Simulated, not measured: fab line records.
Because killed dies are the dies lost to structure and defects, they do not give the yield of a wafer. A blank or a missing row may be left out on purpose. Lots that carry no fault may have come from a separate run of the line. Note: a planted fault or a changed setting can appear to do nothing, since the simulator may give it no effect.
fab line records | flow n5Finfet
[record] lots = 6 | wafers = 18 | lastDay = 17
route steps=1938 shown MIM_BOT_ETCH@1867 PASS1_CAP@1873 TV_LITHO@1875
lots with no fault: from the same line, run without faults
startH: hours from the record's first day to the start of the lot's first wafer shown | waitH: how many hours have passed since the lot's step before this one | " the same as in the row above | L1.1+2: a single row standing in for several wafers | - value missing, or start not given | * or withheld: withheld | < > ~ a bound
route shown NAME@n: names a module that has steps shown in the file, with the first one's number in the route | usual: mean and standard deviation over wafers with no fault | same: alike in all rows | chamber/n: place in a boat | sites: per-site readings | _std_site: standard deviation of those values | _edge_site: mean of outer sites minus mean of inner sites | radiusMm: how far each site lies from the wafer's centre | mask NAME#n: copy n | behind: the last tool/chamber to shape the wafer | hold: why the lot was held/for how many hours/how that ended | device: the transistor (n, p or np) that didn't switch | end of line: tests of these same wafers at the route's end | a step with no rows: only its recipe | killed: dies lost to structure and defects at the first sort, not the wafer's yield | map: a wafer's dies, marking killed ones x, the rest . and places with no die _
set.NAME: the setting the step ran with; set.NAME@STEP: the setting that earlier step ran with | model.NAME: the simulator's own value behind a step, which no gauge read
lots seen at some steps along the route; tables by step, rows by wafer
services: a tool's chamber out of use, with start hour (startH, from the record's first day; less than 0 if before it), hours out, and reason
[[steps]]
[step N5_MIM_BOT_ETCH_ETCH_03]
[recipe] chemistry = Cl2/BCl3 | targetDepthA = 120 | pressureMtorr = 8 | icpW = 800 | biasW = 100 | Cl2_flow_sccm = 20 | bcl3FlowSccm = 80
[usual] drypumpMotorCurrentA = 5.6/0.42 | oesProductAu = 0.81/0.12 | throttleValvePct = 27.63/0.23
lot.wafer | tool        | chamber | startH | waitH | drypumpMotorCurrentA | oesProductAu | rfHoursCounterH | throttleValvePct
L466.1    | rieMetal-02 | 0       | 275.36 | 0.1   | 5.1                  | 0.77         | 44              | 27.42
L466.3    | "           | 1       | "      | "     | 6.1                  | 0.66         | -               | 27.92
L466.4    | "           | 0       | "      | "     | 5.1                  | 0.77         | -               | 27.41
L477.3    | rieMetal-02 | 0       | 328.00 | 0.1   | 5.1                  | 0.76         | -               | 27.43
L477.4    | "           | 1       | "      | "     | 6.1                  | 0.65         | -               | 27.93
L477.6    | "           | 1       | "      | "     | 6.1                  | 0.66         | -               | 27.95
L476.2    | rieMetal-02 | 0       | 330.54 | 0.1   | 5.1                  | 0.75         | 49              | 27.43
L476.3    | "           | 0       | "      | "     | 5.1                  | 0.75         | -               | 27.44
L476.6    | "           | 1       | "      | "     | 6.1                  | 0.65         | -               | 27.94
L479.1    | rieMetal-01 | 1       | 338.22 | 0.1   | 6.1                  | 0.64         | 107             | 27.98
L479.4    | "           | 0       | "      | "     | 5.6                  | 0.92         | -               | 27.66
L479.6    | "           | 1       | "      | "     | 6.1                  | 0.63         | -               | 27.98
L478.1    | rieMetal-03 | 1       | 338.67 | 0.1   | 5.1                  | 0.85         | 15              | 27.35
L478.2    | "           | 0       | "      | "     | 5.7                  | 0.99         | 3               | 27.44
L478.5    | "           | 1       | "      | "     | 5.1                  | 0.85         | -               | 27.34
L486.2    | rieMetal-01 | 1       | 394.85 | 0.1   | 6.1                  | 0.96         | 2               | 27.88
L486.5    | "           | 0       | "      | "     | 5.7                  | 0.88         | -               | 27.67
L486.6    | "           | 1       | "      | "     | 6.1                  | 0.95         | -               | 27.86
[step N5_MIM_BOT_ETCH_ETCH_00]
[recipe] chemistry = Cl2/BCl3 | target = TiN | targetDepthA = 455 | ionEnergyEv = 150 | pressureMtorr = 10 | icpW = 1000 | biasW = 126 | Cl2_flow_sccm = 53.25 | bcl3FlowSccm = 21.75 | Ar_flow_sccm = 25
[usual] drypumpMotorCurrentA = 5.6/0.42 | oesProductAu = 0.81/0.12 | throttleValvePct = 22.01/0.19
lot.wafer | tool        | chamber | startH | waitH | drypumpMotorCurrentA | oesProductAu | rfHoursCounterH | throttleValvePct
L466.1    | rieMetal-02 | 0       | 275.45 | 0.1   | 5.1                  | 0.76         | 44              | 21.85
L466.3    | "           | 1       | "      | "     | 6.1                  | 0.66         | -               | 22.18
L466.4    | "           | 0       | "      | "     | 5.1                  | 0.76         | -               | 21.88
L477.3    | rieMetal-02 | 0       | 328.10 | 0.1   | 5.1                  | 0.76         | -               | 21.85
L477.4    | "           | 1       | "      | "     | 6.0                  | 0.65         | -               | 22.22
L477.6    | "           | 1       | "      | "     | 6.0                  | 0.66         | -               | 22.20
L476.2    | rieMetal-02 | 0       | 330.63 | 0.1   | 5.1                  | 0.75         | 49              | 21.88
L476.3    | "           | 0       | "      | "     | 5.1                  | 0.75         | -               | 21.87
L476.6    | "           | 1       | "      | "     | 6.1                  | 0.64         | -               | 22.23
L479.1    | rieMetal-01 | 1       | 338.31 | 0.1   | 6.1                  | 0.64         | 107             | 22.36
L479.4    | "           | 0       | "      | "     | 5.7                  | 0.91         | -               | 22.00
L479.6    | "           | 1       | "      | "     | 6.1                  | 0.65         | -               | 22.35
L478.1    | rieMetal-03 | 1       | 338.76 | 0.1   | 5.1                  | 0.85         | 15              | 21.85
L478.2    | "           | 0       | "      | "     | 5.7                  | 0.98         | 3               | 21.75
L478.5    | "           | 1       | "      | "     | 5.1                  | 0.86         | -               | 21.83
L486.2    | rieMetal-01 | 1       | 394.94 | 0.1   | 6.1                  | 0.96         | 2               | 22.12
L486.5    | "           | 0       | "      | "     | 5.6                  | 0.87         | -               | 22.02
L486.6    | "           | 1       | "      | "     | 6.1                  | 0.97         | -               | 22.15
[step N5_MIM_BOT_ETCH_STRIP_01]
[recipe] chemistry = O2 | powerW = 600 | tempC = 60 | pressureMtorr = 30 | rfFrequencyHz = 6e+07 | biasPowerW = 0 | overashFraction = 0.5 | o2FlowSccm = 225
[usual] drypumpMotorCurrentA = 5.8/0.47 | oesProductAu = 0.84/0.063 | rfVppV = 3.5/1.3 | showerheadPlenumPTorr = 2.09/0.053 | throttleValvePct = 16.58/0.19
lot.wafer | tool       | chamber | startH | waitH | drypumpMotorCurrentA | oesProductAu | rfHoursCounterH | rfVppV | showerheadPlenumPTorr | throttleValvePct
L466.1    | rieDiel-01 | 2       | 275.60 | 0.1   | 5.3                  | 0.89         | 19              | 3.4    | 2.05                  | 16.40
L466.3    | "          | 1       | "      | "     | 6.4                  | 0.80         | 107             | 5.3    | 2.10                  | 16.29
L466.4    | "          | 3       | "      | "     | 5.5                  | 0.99         | 4               | 3.0    | 2.06                  | 16.43
L477.3    | rieDiel-03 | 1       | 328.28 | 0.1   | 6.0                  | 0.78         | 95              | 3.4    | 2.03                  | 16.69
L477.4    | "          | 2       | "      | "     | 5.3                  | 0.81         | 83              | 2.5    | 2.11                  | 16.71
L477.6    | "          | 0       | "      | "     | 5.9                  | 0.85         | -               | 3.7    | 2.12                  | 16.78
L476.2    | rieDiel-06 | 1       | 330.78 | 0.1   | 6.1                  | 0.80         | 90              | 2.2    | 2.23                  | 16.61
L476.3    | "          | 3       | "      | "     | 5.7                  | 0.72         | 233             | 4.0    | 2.06                  | 17.14
L476.6    | "          | 2       | "      | "     | 5.6                  | 0.87         | -               | 6.4    | 2.13                  | 16.52
L479.1    | rieDiel-03 | 1       | 338.48 | 0.1   | 6.0                  | 0.80         | 99              | 1.6    | 2.03                  | 16.72
L479.4    | "          | 2       | "      | "     | 5.3                  | 0.83         | 86              | 3.2    | 2.11                  | 16.71
L479.6    | "          | 3       | "      | "     | 5.8                  | 0.85         | -               | 2.4    | 2.03                  | 16.33
L478.1    | rieDiel-01 | 1       | 338.90 | 0.1   | 6.4                  | 0.79         | 124             | 2.8    | 2.09                  | 16.34
L478.2    | "          | 0       | "      | "     | 6.7                  | 0.86         | 53              | 4.1    | 2.14                  | 16.55
L478.5    | "          | 3       | "      | "     | 5.5                  | 0.92         | -               | 4.1    | 2.06                  | 16.47
L486.2    | rieDiel-03 | 3       | 395.09 | 0.1   | 5.7                  | 0.83         | 81              | 4.1    | 2.03                  | 16.31
L486.5    | "          | 1       | "      | "     | 6.0                  | 0.76         | -               | 4.9    | 2.02                  | 16.71
L486.6    | "          | 2       | "      | "     | 5.4                  | 0.79         | -               | 4.6    | 2.11                  | 16.78
[step N5_MIM_BOT_ETCH_STRIP_02]
[recipe] chemistry = postEtchResidueRemover | timeS = 1200 | tempC = 72.5
[step N5_MIM_BOT_ETCH_CLEAN_05]
[recipe] chemistry = IPA | timeS = 180 | tempC = 25
[step N5_MIM_BOT_ETCH_SRD_06]
[recipe] dry = ipaMarangoni | timeS = 30 | tempC = 23 | rinseLiquid = diw
[step N5_PASSIVATION_PECVD_55]
[recipe] material = SiO2 | targetThkA = 4000 | tempC = 400 | precursor = SiH4/N2O | pressureTorr = 2.7 | rfW = 608 | timeS = 22.5
[usual] heaterPowerW = 668/90 | showerheadPlenumPTorr = 8.15/0.14 | throttleValvePct = 50.8/2
lot.wafer | tool     | chamber | startH | waitH | heaterPowerW | showerheadPlenumPTorr | throttleValvePct
L466.1    | pecvd-01 | 2       | 276.10 | 0.0   | 562          | 8.11                  | 45.9
L466.3    | "        | 0       | "      | "     | 665          | 7.91                  | 52.0
L466.4    | "        | 0       | "      | "     | 528          | 7.93                  | 52.2
L477.3    | pecvd-01 | 0       | 329.19 | 0.0   | 634          | 7.91                  | 52.4
L477.4    | "        | 2       | "      | "     | 586          | 8.11                  | 46.4
L477.6    | "        | 1       | "      | "     | 508          | 8.08                  | 51.7
L476.2    | pecvd-02 | 1       | 331.28 | 0.0   | 692          | 8.25                  | 53.8
L476.3    | "        | 2       | "      | "     | 557          | 8.41                  | 48.5
L476.6    | "        | 1       | "      | "     | 705          | 8.22                  | 53.7
L479.1    | pecvd-02 | 2       | 338.98 | 0.0   | 627          | 8.41                  | 48.5
L479.4    | "        | 2       | "      | "     | 636          | 8.42                  | 49.3
L479.6    | "        | 1       | "      | "     | 719          | 8.22                  | 53.7
L478.1    | pecvd-01 | 0       | 339.40 | 0.0   | 662          | 7.91                  | 52.0
L478.2    | "        | 2       | "      | "     | 517          | 8.13                  | 46.3
L478.5    | "        | 1       | "      | "     | 561          | 8.08                  | 51.7
L486.2    | pecvd-03 | 0       | 395.59 | 0.0   | 802          | 8.03                  | 51.2
L486.5    | "        | 2       | "      | "     | 702          | 8.18                  | 51.8
L486.6    | "        | 0       | "      | "     | 834          | 8.03                  | 51.2
[step N5_PASSIVATION_PECVD_01]
[recipe] material = SiNx | targetThkA = 2000 | tempC = 400 | precursor = SiH4/NH3/N2 | pressureTorr = 4.9 | rfW = 1406 | timeS = 43.2
[usual] heaterPowerW = 383/97 | showerheadPlenumPTorr = 8.67/0.097 | throttleValvePct = 28.8/1.1
lot.wafer | tool     | chamber | startH | waitH | heaterPowerW | showerheadPlenumPTorr | throttleValvePct
L466.1    | pecvd-01 | 2       | 276.13 | 0.0   | 313          | 8.65                  | 26.1
L466.3    | "        | 0       | "      | "     | 311          | 8.49                  | 29.5
L466.4    | "        | 0       | "      | "     | 323          | 8.53                  | 29.6
L477.3    | pecvd-01 | 0       | 329.22 | 0.0   | 348          | 8.51                  | 29.6
L477.4    | "        | 2       | "      | "     | 283          | 8.66                  | 26.4
L477.6    | "        | 1       | "      | "     | 253          | 8.61                  | 29.6
L476.2    | pecvd-02 | 1       | 331.32 | 0.0   | 361          | 8.73                  | 30.4
L476.3    | "        | 2       | "      | "     | 348          | 8.85                  | 27.7
L476.6    | "        | 1       | "      | "     | 383          | 8.73                  | 30.4
L479.1    | pecvd-02 | 2       | 339.02 | 0.0   | 298          | 8.86                  | 27.7
L479.4    | "        | 2       | "      | "     | 299          | 8.86                  | 28.0
L479.6    | "        | 1       | "      | "     | 298          | 8.73                  | 30.4
L478.1    | pecvd-01 | 0       | 339.43 | 0.0   | 391          | 8.52                  | 29.5
L478.2    | "        | 2       | "      | "     | 248          | 8.64                  | 26.4
L478.5    | "        | 1       | "      | "     | 199          | 8.65                  | 29.4
L486.2    | pecvd-03 | 0       | 395.62 | 0.0   | 575          | 8.58                  | 29.0
L486.5    | "        | 2       | "      | "     | 571          | 8.68                  | 29.4
L486.6    | "        | 0       | "      | "     | 561          | 8.60                  | 28.7
[step N5_PASSIVATION_HMDS_03]
[recipe] timeS = 60 | tempC = 120
[step N5_PASSIVATION_COAT_04]
[recipe] spinRpm = * | resistThkNm = *
[step N5_PASSIVATION_EBR_06]
[recipe] solvent = PGMEA | ebrWidthMm = 1.5
[step N5_PASSIVATION_SOFTBAKE_05]
[recipe] tempC = 100 | timeS = 90
[step N5_PASSIVATION_EXPOSE_07]
[recipe] maskId = TV | na = 0.55 | sourceShape = conventional | sigmaOuter = 0.8 | polarization = unpolarized | defocusNm = 0 | targetCdNm = 3000 | doseMj = 22.75
[usual] exposureDoseMJCm2 = 22.747/0.023 | focusOffsetNm = -0.1/0.51 | na = 0.55/0
lot.wafer | tool          | chamber | startH | waitH | mask | exposureDoseMJCm2 | focusOffsetNm | na
L466.1    | krfScanner-02 | 0       | 278.90 | -     | TV#0 | 22.777            | -0.6          | 0.55
L466.3    | "             | 0       | "      | "     | TV#0 | 22.737            | -0.1          | 0.55
L466.4    | "             | 0       | "      | "     | TV#0 | 22.776            | 0.2           | 0.55
L477.3    | krfScanner-01 | -       | 331.01 | -     | TV#0 | -                 | -             | -
L477.4    | "             | -       | "      | "     | TV#0 | -                 | -             | -
L477.6    | "             | -       | "      | "     | TV#0 | -                 | -             | -
L476.2    | krfScanner-02 | -       | 331.66 | -     | TV#0 | -                 | -             | -
L476.3    | "             | -       | "      | "     | TV#0 | -                 | -             | -
L476.6    | "             | -       | "      | "     | TV#0 | -                 | -             | -
L479.1    | krfScanner-01 | 0       | 340.76 | -     | TV#0 | 22.709            | -0.4          | 0.55
L479.4    | "             | 0       | "      | "     | TV#0 | 22.718            | -0.3          | 0.55
L479.6    | "             | 0       | "      | "     | TV#0 | 22.704            | -0.3          | 0.55
L478.1    | krfScanner-02 | 0       | 340.93 | -     | TV#0 | 22.747            | -0.4          | 0.55
L478.2    | "             | 0       | "      | "     | TV#0 | 22.732            | -0.1          | 0.55
L478.5    | "             | 0       | "      | "     | TV#0 | 22.744            | 0.2           | 0.55
L486.2    | krfScanner-02 | 0       | 396.17 | -     | TV#0 | 22.731            | 0.5           | 0.55
L486.5    | "             | 0       | "      | "     | TV#0 | 22.734            | 0.6           | 0.55
L486.6    | "             | 0       | "      | "     | TV#0 | 22.755            | 0.0           | 0.55
[step N5_PASSIVATION_PEB_08]
[recipe] pebTempC = withheld | pebTimeS = *
[[services]]
tool          | chamber | startH | hours | kind
krfScanner-02 | -       | 257.50 | 1.3   | repair
krfScanner-01 | -       | 259.77 | 4.0   | pm
krfScanner-02 | -       | 264.73 | 1.3   | pm
rieDiel-03    | 1       | 267.61 | 8.5   | repair
krfScanner-02 | -       | 267.65 | 1.0   | pm
krfScanner-01 | -       | 281.39 | 1.2   | repair
rieDiel-01    | -       | 282.13 | 15.6  | pm
rieDiel-03    | 0       | 288.61 | 3.7   | repair
pecvd-01      | 1       | 298.30 | 2.1   | scheduledDown
krfScanner-01 | -       | 307.99 | 1.3   | pm
rieDiel-06    | -       | 319.09 | 2.8   | pm
krfScanner-02 | -       | 347.03 | 0.8   | pm
pecvd-01      | 2       | 347.36 | 12.4  | repair
rieDiel-06    | 3       | 347.85 | 6.3   | repair
pecvd-01      | 1       | 367.15 | 5.0   | scheduledDown
rieDiel-03    | 1       | 374.86 | 2.7   | repair
krfScanner-02 | -       | 379.43 | 3.6   | pm
rieMetal-02   | 1       | 380.52 | -     | clean
rieMetal-02   | 1       | 380.52 | 19.1  | scheduledDown
rieMetal-02   | 1       | 380.52 | 19.1  | ventCycle
pecvd-01      | 1       | 383.62 | -     | clean
pecvd-01      | 1       | 383.62 | -     | consumableReplace:showerhead
pecvd-01      | 1       | 383.62 | 29.0  | scheduledDown
krfScanner-01 | -       | 392.78 | 1.0   | pm
[[key]]
[firstSign] step = N5_PASSIVATION_EXPOSE_07 | reading = toolRecord | direction = missing
effect none on later readings
metAt N5_PASSIVATION_EXPOSE_07
struckWafers L476.2,L476.3,L476.6,L477.3,L477.4,L477.6
laterRowsLeftOut L476.2,L476.3,L476.6,L477.3,L477.4,L477.6
sortLeftOut L476.2,L476.3,L476.6,L477.3,L477.4,L477.6
onsetBetween 278.90 331.01
[fault] kind = skippedStepWhole | tool = krfScanner-01,krfScanner-02 | chamber = - | onsetH = 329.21 | steps = N5_PASSIVATION_EXPOSE_07 | scope = struckLotsOnly
// sortLeftOut: the simulated sort isn't trusted on such a fault, so these wafers' sort isn't shown, and their yield isn't known
// laterRowsLeftOut: the simulator's readings of these wafers behind a module that went badly wrong aren't trusted and aren't shown, but for the sort
